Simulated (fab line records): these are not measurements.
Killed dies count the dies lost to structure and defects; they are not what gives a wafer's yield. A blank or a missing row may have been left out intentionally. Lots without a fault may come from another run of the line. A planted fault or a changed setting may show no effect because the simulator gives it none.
A struck lot beside a sound one || flow nand harc || 14 out of 1159 route steps
Sound: wafers L258.2, L258.4, L258.5. The struck wafers were L250.1, L250.4, L250.6. Last of all comes the cause.
Each step with rows lists, per side, the tool, then ch with its chambers, then its first start. Under that, the readings that differ: sound wafers || struck wafers || difference of the means || sigmas: that difference in standard deviations of wafers without a fault.
alike: readings with means less than 2 such deviations apart, plus words and numbers identical on both sides. not compared: withheld readings, readings lacking a value on some wafer, bounds such as >300 that could conceal the same value, and numbers that have no deviation in the record and whose values overlap.
Wherever a step has rows on one side only, a row that says differs or no value, or a row with sigmas, the two part there. Non-overlapping numbers with no deviation appear without sigmas and do not part them. A reading missing from all wafers of one side parts the sides only when that side holds two or more wafers.

first, 1 step without rows for these wafers: NHARC_A_M1_DEGAS_29 (time 60 s).
NHARC_A_M1_PRE_CLEAN_30: time 30 s.
  sound on pvd sputter-03; struck on pvd sputter-01
  alike: heater power w
NHARC_A_M1_PVD_20: deposits TaN, target thk 5 nm, time 8.06 s.
  sound on pvd sputter-03; struck on pvd sputter-01
  alike: throttle valve pct
NHARC_A_M1_PVD_21: deposits Cu, target thk 30 nm, time 20.49 s.
  sound on pvd sputter-03; struck on pvd sputter-01
  alike: throttle valve pct
then, 1 step without rows for these wafers: NHARC_A_M1_ECD_22 (material Cu, target thk 400 nm).
NHARC_A_M1_ANNEAL_31: time 90 s.
  sound on rtp anneal-01 ch 0, day 22 10:25; struck on rtp anneal-01 ch 0, day 20 20:26
  alike: anneal temp c, anneal temp c max, wafer_temp_C_max
then, 1 step without rows for these wafers: NHARC_A_M1_CMP_23 (polishes, t overpolish 20 s, target thk 154.34 nm).
NHARC_A_M1_THK_MEAS_24: measures by xrf.
  sound: film metro-02 at day 22 11:03; struck: film metro-01 at day 20 21:05
{"reading": "thk nm (nm)", "sound": "157.8 156.3 156.3", "struck": "153.3 152.6 154.9", "difference": -3.2, "sigmas": -2}
following that, these wafers have no rows for 1 step: NHARC_A_M1_SRD_25.
NHARC_A_M1_INSPECT_27:
  sound: defect inspect-01 at day 22 11:13; struck: defect inspect-01 at day 20 21:15
  alike: raw defect count
then, 1 step without rows for these wafers: NHARC_A_M1_PRE_CLEAN_32 (time 12 s).
NHARC_A_M1_DEP_33: deposits SiCN, target thk 30 nm.
  sound on pecvd-01 ch 0,2, day 22 11:26; struck on pecvd-04 ch 0,1,2, day 20 21:28
  no value came back on the struck wafers for chamber pressure Torr (Torr), heater power outer w (W), heater power w (W); on the sound wafers chamber pressure Torr (Torr) reads 3.006 3.004 3.000
NHARC_A_BONDPAD_DEP_00: deposits SiCN, target thk 250 nm.
  sound on pecvd-03 ch 1,2, day 22 12:21; struck on pecvd-02 ch 0,2, day 20 22:03
  alike: chamber pressure Torr, heater power outer w, heater power w
NHARC_END_SORT_01:
  only the struck wafers appear in the record here, on prober-01 ch 0 at day 22 07:30; the sound ones have no rows

## WHERE THEY PART
First at NHARC_A_M1_THK_MEAS_24; last, within this record, at NHARC_END_SORT_01.

WHY: what the simulator had put in
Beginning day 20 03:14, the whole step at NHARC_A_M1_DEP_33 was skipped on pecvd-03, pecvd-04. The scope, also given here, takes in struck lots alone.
